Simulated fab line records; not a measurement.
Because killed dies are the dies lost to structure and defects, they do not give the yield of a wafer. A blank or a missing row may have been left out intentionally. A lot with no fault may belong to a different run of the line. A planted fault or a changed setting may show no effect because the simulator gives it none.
Which tool was responsible? || flow nand-harc || Sampling: 15 lots, 43 wafers, 4 of 1302 route steps

== WHAT EACH GAUGE READ, for each wafer ==
The record lacks any reading of a measuring or inspecting step that a usual standard deviation could be used to judge.

== WHICH TOOL RAN EACH LOT (tool, then ch and the chambers of the sampled wafers, then the start) ==
{"lot": "L854", "NHARC_A_CHANNEL_FILL_D1_ALD_14": "ald-hk-01 ch 1,2,3, day 9 06:59", "NHARC_A_CHANNEL_FILL_D1_ETCHBACK_19": "rie-si-06 ch 0,3, day 9 21:17", "NHARC_A_CHANNEL_FILL_D1_ETCHBACK_20": "rie-diel-13 ch 0,3, day 9 21:25", "NHARC_A_CHANNEL_FILL_D1_ETCHBACK_08": "rie-diel-09 ch 0,2, no start"}
{"lot": "L853", "NHARC_A_CHANNEL_FILL_D1_ALD_14": "ald-hk-01 ch 0,2,3, day 9 18:47", "NHARC_A_CHANNEL_FILL_D1_ETCHBACK_19": "rie-si-06 ch 0,1,2, day 10 12:23", "NHARC_A_CHANNEL_FILL_D1_ETCHBACK_20": "rie-diel-09 ch 0,2,3, day 10 12:30", "NHARC_A_CHANNEL_FILL_D1_ETCHBACK_08": "rie-diel-09 ch 0,1,2, no start"}
{"lot": "L857", "NHARC_A_CHANNEL_FILL_D1_ALD_14": "ald-hk-02 ch 0,1,3, day 10 21:20", "NHARC_A_CHANNEL_FILL_D1_ETCHBACK_19": "rie-si-01 ch 0,1, day 11 14:14", "NHARC_A_CHANNEL_FILL_D1_ETCHBACK_20": "rie-diel-09 ch 0,1,2, day 11 14:22", "NHARC_A_CHANNEL_FILL_D1_ETCHBACK_08": "rie-diel-13 ch 1,2, no start"}
{"lot": "L859", "NHARC_A_CHANNEL_FILL_D1_ALD_14": "ald-hk-01 ch 1,3, day 11 16:13", "NHARC_A_CHANNEL_FILL_D1_ETCHBACK_19": "rie-si-06 ch 2,3, day 12 09:19", "NHARC_A_CHANNEL_FILL_D1_ETCHBACK_20": "rie-diel-09 ch 0,2, day 12 09:28", "NHARC_A_CHANNEL_FILL_D1_ETCHBACK_08": "rie-diel-12 ch 3, no start"}
{"lot": "L861", "NHARC_A_CHANNEL_FILL_D1_ALD_14": "ald-hk-04 ch 0,1,3, day 12 11:46", "NHARC_A_CHANNEL_FILL_D1_ETCHBACK_19": "rie-si-06 ch 0,1,2, day 13 04:55", "NHARC_A_CHANNEL_FILL_D1_ETCHBACK_20": "rie-diel-12 ch 0,2, day 13 05:02", "NHARC_A_CHANNEL_FILL_D1_ETCHBACK_08": "rie-diel-09 ch 0,1,2, no start"}
{"lot": "L862", "NHARC_A_CHANNEL_FILL_D1_ALD_14": "ald-hk-04 ch 0,1, day 12 23:51", "NHARC_A_CHANNEL_FILL_D1_ETCHBACK_19": "rie-si-06 ch 2,3, day 13 18:02", "NHARC_A_CHANNEL_FILL_D1_ETCHBACK_20": "rie-diel-12 ch 0,3, day 13 18:10", "NHARC_A_CHANNEL_FILL_D1_ETCHBACK_08": "rie-diel-13 ch 2,3, no start"}
{"lot": "L865", "NHARC_A_CHANNEL_FILL_D1_ALD_14": "ald-hk-01 ch 0,1, day 14 01:58", "NHARC_A_CHANNEL_FILL_D1_ETCHBACK_19": "rie-si-04 ch 0,1, day 14 18:46", "NHARC_A_CHANNEL_FILL_D1_ETCHBACK_20": "rie-diel-12 ch 0,2,3, day 14 18:55", "NHARC_A_CHANNEL_FILL_D1_ETCHBACK_08": "rie-diel-09 ch 0,1,2, no start"}
{"lot": "L868", "NHARC_A_CHANNEL_FILL_D1_ALD_14": "ald-hk-04 ch 2,3, day 15 05:34", "NHARC_A_CHANNEL_FILL_D1_ETCHBACK_19": "rie-si-04 ch 0,1, day 15 22:37", "NHARC_A_CHANNEL_FILL_D1_ETCHBACK_20": "rie-diel-09 ch 0,1,2, day 15 22:45", "NHARC_A_CHANNEL_FILL_D1_ETCHBACK_08": "rie-diel-12 ch 0,1,2, no start"}
{"lot": "L870", "NHARC_A_CHANNEL_FILL_D1_ALD_14": "ald-hk-02 ch 2,3, day 16 10:18", "NHARC_A_CHANNEL_FILL_D1_ETCHBACK_19": "rie-si-04 ch 2,3, day 17 03:30", "NHARC_A_CHANNEL_FILL_D1_ETCHBACK_20": "rie-diel-09 ch 2,3, day 17 03:38", "NHARC_A_CHANNEL_FILL_D1_ETCHBACK_08": "rie-diel-13 ch 0,3, no start"}
{"lot": "L871", "NHARC_A_CHANNEL_FILL_D1_ALD_14": "ald-hk-01 ch 1,2,3, day 16 10:23", "NHARC_A_CHANNEL_FILL_D1_ETCHBACK_19": "rie-si-06 ch 1,2, day 17 03:30", "NHARC_A_CHANNEL_FILL_D1_ETCHBACK_20": "rie-diel-12 ch 1,2, day 17 03:37", "NHARC_A_CHANNEL_FILL_D1_ETCHBACK_08": "rie-diel-09 ch 1,2, no start"}
{"lot": "L872", "NHARC_A_CHANNEL_FILL_D1_ALD_14": "ald-hk-04 ch 0,1, day 17 07:18", "NHARC_A_CHANNEL_FILL_D1_ETCHBACK_19": "rie-si-01 ch 0,2,3, day 18 00:10", "NHARC_A_CHANNEL_FILL_D1_ETCHBACK_20": "rie-diel-13 ch 0,2,3, day 18 00:16", "NHARC_A_CHANNEL_FILL_D1_ETCHBACK_08": "rie-diel-13 ch 0,3, no start"}
{"lot": "L873", "NHARC_A_CHANNEL_FILL_D1_ALD_14": "ald-hk-01 ch 0,1, day 17 14:59", "NHARC_A_CHANNEL_FILL_D1_ETCHBACK_19": "rie-si-06 ch 0,1,3, day 18 07:55", "NHARC_A_CHANNEL_FILL_D1_ETCHBACK_20": "rie-diel-13 ch 0,1,2, day 18 08:02", "NHARC_A_CHANNEL_FILL_D1_ETCHBACK_08": "rie-diel-09 ch 0,1,2, no start"}
{"lot": "L874", "NHARC_A_CHANNEL_FILL_D1_ALD_14": "ald-hk-04 ch 0,2,3, day 17 23:19", "NHARC_A_CHANNEL_FILL_D1_ETCHBACK_19": "rie-si-01 ch 0,1,2, day 18 16:11", "NHARC_A_CHANNEL_FILL_D1_ETCHBACK_20": "rie-diel-09 ch 0,1,3, day 18 16:27", "NHARC_A_CHANNEL_FILL_D1_ETCHBACK_08": "rie-diel-12 ch 0,2,3, no start"}
{"lot": "L875", "NHARC_A_CHANNEL_FILL_D1_ALD_14": "ald-hk-02 ch 0,1,2, day 18 04:29", "NHARC_A_CHANNEL_FILL_D1_ETCHBACK_19": "rie-si-04 ch 1,2,3, day 18 22:52", "NHARC_A_CHANNEL_FILL_D1_ETCHBACK_20": "rie-diel-09 ch 0,2,3, day 18 22:59", "NHARC_A_CHANNEL_FILL_D1_ETCHBACK_08": "rie-diel-13 ch 0,1,2, no start"}
{"lot": "L876", "NHARC_A_CHANNEL_FILL_D1_ALD_14": "ald-hk-04 ch 2,3, day 18 23:41", "NHARC_A_CHANNEL_FILL_D1_ETCHBACK_19": "rie-si-06 ch 0,1,2, day 19 18:57", "NHARC_A_CHANNEL_FILL_D1_ETCHBACK_20": "rie-diel-09 ch 2,3, day 19 19:04", "NHARC_A_CHANNEL_FILL_D1_ETCHBACK_08": "rie-diel-13 ch 0,2,3, no start"}
- NHARC_A_CHANNEL_FILL_D1_ALD_14: deposits SiO2, target thk 2.5 nm, pulse time 10 s, ald cycles 25.
- NHARC_A_CHANNEL_FILL_D1_ETCHBACK_19: etches the open film in HBr/Cl2, target depth 5 nm, time 1.7 s.
- NHARC_A_CHANNEL_FILL_D1_ETCHBACK_20: etches the open film in C4F8/O2/Ar, target depth 27 nm, time 13.5 s.
- NHARC_A_CHANNEL_FILL_D1_ETCHBACK_08: etches the open film in C4F8, target depth 220 nm, time 110 s.

== WHAT THE TOOLS THEMSELVES READ (means of the sampled wafers that have a number; where no wafer has one, the mark that the record gives instead) ==
NHARC_A_CHANNEL_FILL_D1_ALD_14.
{"lot": "L854", "tool": "ald-hk-01", "heater-power-w (W)": 492, "precursor-pulse-height-rel": 1.001}
{"lot": "L853", "tool": "ald-hk-01", "heater-power-w (W)": 497, "precursor-pulse-height-rel": 1.002}
{"lot": "L857", "tool": "ald-hk-02", "heater-power-w (W)": 464, "precursor-pulse-height-rel": 0.999}
{"lot": "L859", "tool": "ald-hk-01", "heater-power-w (W)": 472, "precursor-pulse-height-rel": 0.989}
{"lot": "L861", "tool": "ald-hk-04", "heater-power-w (W)": 443, "precursor-pulse-height-rel": 1.016}
{"lot": "L862", "tool": "ald-hk-04", "heater-power-w (W)": 439, "precursor-pulse-height-rel": 0.995}
{"lot": "L865", "tool": "ald-hk-01", "heater-power-w (W)": 478, "precursor-pulse-height-rel": 0.987}
{"lot": "L868", "tool": "ald-hk-04", "heater-power-w (W)": 456, "precursor-pulse-height-rel": 0.995}
{"lot": "L870", "tool": "ald-hk-02", "heater-power-w (W)": 452, "precursor-pulse-height-rel": 1.012}
{"lot": "L871", "tool": "ald-hk-01", "heater-power-w (W)": 484, "precursor-pulse-height-rel": 0.995}
{"lot": "L872", "tool": "ald-hk-04", "heater-power-w (W)": 441, "precursor-pulse-height-rel": 0.998}
{"lot": "L873", "tool": "ald-hk-01", "heater-power-w (W)": 477, "precursor-pulse-height-rel": 1.011}
{"lot": "L874", "tool": "ald-hk-04", "heater-power-w (W)": 462, "precursor-pulse-height-rel": 0.991}
{"lot": "L875", "tool": "ald-hk-02", "heater-power-w (W)": 468, "precursor-pulse-height-rel": 1.003}
{"lot": "L876", "tool": "ald-hk-04", "heater-power-w (W)": 462, "precursor-pulse-height-rel": 1.000}

NHARC_A_CHANNEL_FILL_D1_ETCHBACK_19.
{"lot": "L854", "tool": "rie-si-06", "drypump-motor-current-A (A)": 5.3, "oes-product-au (a.u.)": 1.007, "throttle-valve-pct (%)": 26.403}
{"lot": "L853", "tool": "rie-si-06", "drypump-motor-current-A (A)": 6.1, "oes-product-au (a.u.)": 1.003, "throttle-valve-pct (%)": 26.409}
{"lot": "L857", "tool": "rie-si-01", "drypump-motor-current-A (A)": 6.0, "oes-product-au (a.u.)": 1.003, "throttle-valve-pct (%)": 26.415}
{"lot": "L859", "tool": "rie-si-06", "drypump-motor-current-A (A)": 5.8, "oes-product-au (a.u.)": 0.728, "throttle-valve-pct (%)": 26.414}
{"lot": "L861", "tool": "rie-si-06", "drypump-motor-current-A (A)": 6.1, "oes-product-au (a.u.)": 0.914, "throttle-valve-pct (%)": 26.401}
{"lot": "L862", "tool": "rie-si-06", "drypump-motor-current-A (A)": 5.8, "oes-product-au (a.u.)": 0.870, "throttle-valve-pct (%)": 26.421}
{"lot": "L865", "tool": "rie-si-04", "drypump-motor-current-A (A)": 5.7, "oes-product-au (a.u.)": 0.994, "throttle-valve-pct (%)": 26.411}
{"lot": "L868", "tool": "rie-si-04", "drypump-motor-current-A (A)": 5.6, "oes-product-au (a.u.)": 1.002, "throttle-valve-pct (%)": 26.408}
{"lot": "L870", "tool": "rie-si-04", "drypump-motor-current-A (A)": 5.8, "oes-product-au (a.u.)": 1.014, "throttle-valve-pct (%)": 26.410}
{"lot": "L871", "tool": "rie-si-06", "drypump-motor-current-A (A)": 5.9, "oes-product-au (a.u.)": 0.993, "throttle-valve-pct (%)": 26.408}
{"lot": "L872", "tool": "rie-si-01", "drypump-motor-current-A (A)": 6.1, "oes-product-au (a.u.)": 1.002, "throttle-valve-pct (%)": 26.406}
{"lot": "L873", "tool": "rie-si-06", "drypump-motor-current-A (A)": 5.5, "oes-product-au (a.u.)": 0.998, "throttle-valve-pct (%)": 26.405}
{"lot": "L874", "tool": "rie-si-01", "drypump-motor-current-A (A)": 6.0, "oes-product-au (a.u.)": 0.995, "throttle-valve-pct (%)": 26.394}
{"lot": "L875", "tool": "rie-si-04", "drypump-motor-current-A (A)": 5.8, "oes-product-au (a.u.)": 1.001, "throttle-valve-pct (%)": 26.404}
{"lot": "L876", "tool": "rie-si-06", "drypump-motor-current-A (A)": 6.1, "oes-product-au (a.u.)": 0.999, "throttle-valve-pct (%)": 26.411}

NHARC_A_CHANNEL_FILL_D1_ETCHBACK_20.
{"lot": "L854", "tool": "rie-diel-13", "oes-product-au (a.u.)": 1.00, "rf-vpp-V (V)": 975}
{"lot": "L853", "tool": "rie-diel-09", "oes-product-au (a.u.)": 0.92, "rf-vpp-V (V)": 982}
{"lot": "L857", "tool": "rie-diel-09", "oes-product-au (a.u.)": 0.98, "rf-vpp-V (V)": 978}
{"lot": "L859", "tool": "rie-diel-09", "oes-product-au (a.u.)": 0.93, "rf-vpp-V (V)": 983}
{"lot": "L861", "tool": "rie-diel-12", "oes-product-au (a.u.)": 1.00, "rf-vpp-V (V)": 976}
{"lot": "L862", "tool": "rie-diel-12", "oes-product-au (a.u.)": 0.96, "rf-vpp-V (V)": 976}
{"lot": "L865", "tool": "rie-diel-12", "oes-product-au (a.u.)": 0.97, "rf-vpp-V (V)": 980}
{"lot": "L868", "tool": "rie-diel-09", "oes-product-au (a.u.)": 0.98, "rf-vpp-V (V)": 979}
{"lot": "L870", "tool": "rie-diel-09", "oes-product-au (a.u.)": 1.00, "rf-vpp-V (V)": 978}
{"lot": "L871", "tool": "rie-diel-12", "oes-product-au (a.u.)": 0.94, "rf-vpp-V (V)": 982}
{"lot": "L872", "tool": "rie-diel-13", "oes-product-au (a.u.)": 0.99, "rf-vpp-V (V)": 976}
{"lot": "L873", "tool": "rie-diel-13", "oes-product-au (a.u.)": 1.00, "rf-vpp-V (V)": 977}
{"lot": "L874", "tool": "rie-diel-09", "oes-product-au (a.u.)": 0.99, "rf-vpp-V (V)": 976}
{"lot": "L875", "tool": "rie-diel-09", "oes-product-au (a.u.)": 0.96, "rf-vpp-V (V)": 982}
{"lot": "L876", "tool": "rie-diel-09", "oes-product-au (a.u.)": 0.93, "rf-vpp-V (V)": 980}

NHARC_A_CHANNEL_FILL_D1_ETCHBACK_08.
{"lot": "L854", "tool": "rie-diel-09", "oes-product-au (a.u.)": 0.96, "rf-vpp-V (V)": 444.4}
{"lot": "L853", "tool": "rie-diel-09", "oes-product-au (a.u.)": 0.92, "rf-vpp-V (V)": 441.3}
{"lot": "L857", "tool": "rie-diel-13", "oes-product-au (a.u.)": 0.95, "rf-vpp-V (V)": 440.8}
{"lot": "L859", "tool": "rie-diel-12", "oes-product-au (a.u.)": 1.02, "rf-vpp-V (V)": 443.1}
{"lot": "L861", "tool": "rie-diel-09", "oes-product-au (a.u.)": 0.93, "rf-vpp-V (V)": 441.1}
{"lot": "L862", "tool": "rie-diel-13", "oes-product-au (a.u.)": 0.92, "rf-vpp-V (V)": 440.7}
{"lot": "L865", "tool": "rie-diel-09", "oes-product-au (a.u.)": 1.00, "rf-vpp-V (V)": 441.4}
{"lot": "L868", "tool": "rie-diel-12", "oes-product-au (a.u.)": 0.92, "rf-vpp-V (V)": 439.9}
{"lot": "L870", "tool": "rie-diel-13", "oes-product-au (a.u.)": 0.98, "rf-vpp-V (V)": 439.3}
{"lot": "L871", "tool": "rie-diel-09", "oes-product-au (a.u.)": 0.93, "rf-vpp-V (V)": 439.2}
{"lot": "L872", "tool": "rie-diel-13", "oes-product-au (a.u.)": 0.92, "rf-vpp-V (V)": 439.8}
{"lot": "L873", "tool": "rie-diel-09", "oes-product-au (a.u.)": 0.93, "rf-vpp-V (V)": 441.0}
{"lot": "L874", "tool": "rie-diel-12", "oes-product-au (a.u.)": 0.92, "rf-vpp-V (V)": 441.9}
{"lot": "L875", "tool": "rie-diel-13", "oes-product-au (a.u.)": 1.00, "rf-vpp-V (V)": 439.6}
{"lot": "L876", "tool": "rie-diel-13", "oes-product-au (a.u.)": 0.93, "rf-vpp-V (V)": 439.8}

== THE ANSWER, worked out from the rows above alone ==
Rule: the usual values come from the lots themselves. The widest of any qualifying gaps counts: lots, ordered by their means at a reading, are off when they make up no more than a third of the lots, leave a main group of 4 or more, and stand apart from it by 3 or more times the standard deviation of that group's means. The tables above print the reading to a certain number of digits; a main group whose means all agree to those digits is not used. A lot without any number at a reading at which 4 lots or more have one is off too. Where the step has rows for the other lots, those lots are counted as sound. First the gauges in route order, then the tools' own readings, where a lot's mean is used as printed above. The first step at which some lot is off is used, and at that step the reading that is off furthest; a lot without a number counts as furthest.
Off, at NHARC_A_CHANNEL_FILL_D1_ETCHBACK_19 on oes-product-au: L859, L861, L862. The main group has a mean of 1.001 a.u. with a standard deviation of 0.0056.
If a tool, at that step or one of the process steps before it, ran each lot that is off and ran no sound lot following the first of them, it fits. No candidate that was tried fits.

== WHAT THE SIMULATOR HAD INSERTED ==
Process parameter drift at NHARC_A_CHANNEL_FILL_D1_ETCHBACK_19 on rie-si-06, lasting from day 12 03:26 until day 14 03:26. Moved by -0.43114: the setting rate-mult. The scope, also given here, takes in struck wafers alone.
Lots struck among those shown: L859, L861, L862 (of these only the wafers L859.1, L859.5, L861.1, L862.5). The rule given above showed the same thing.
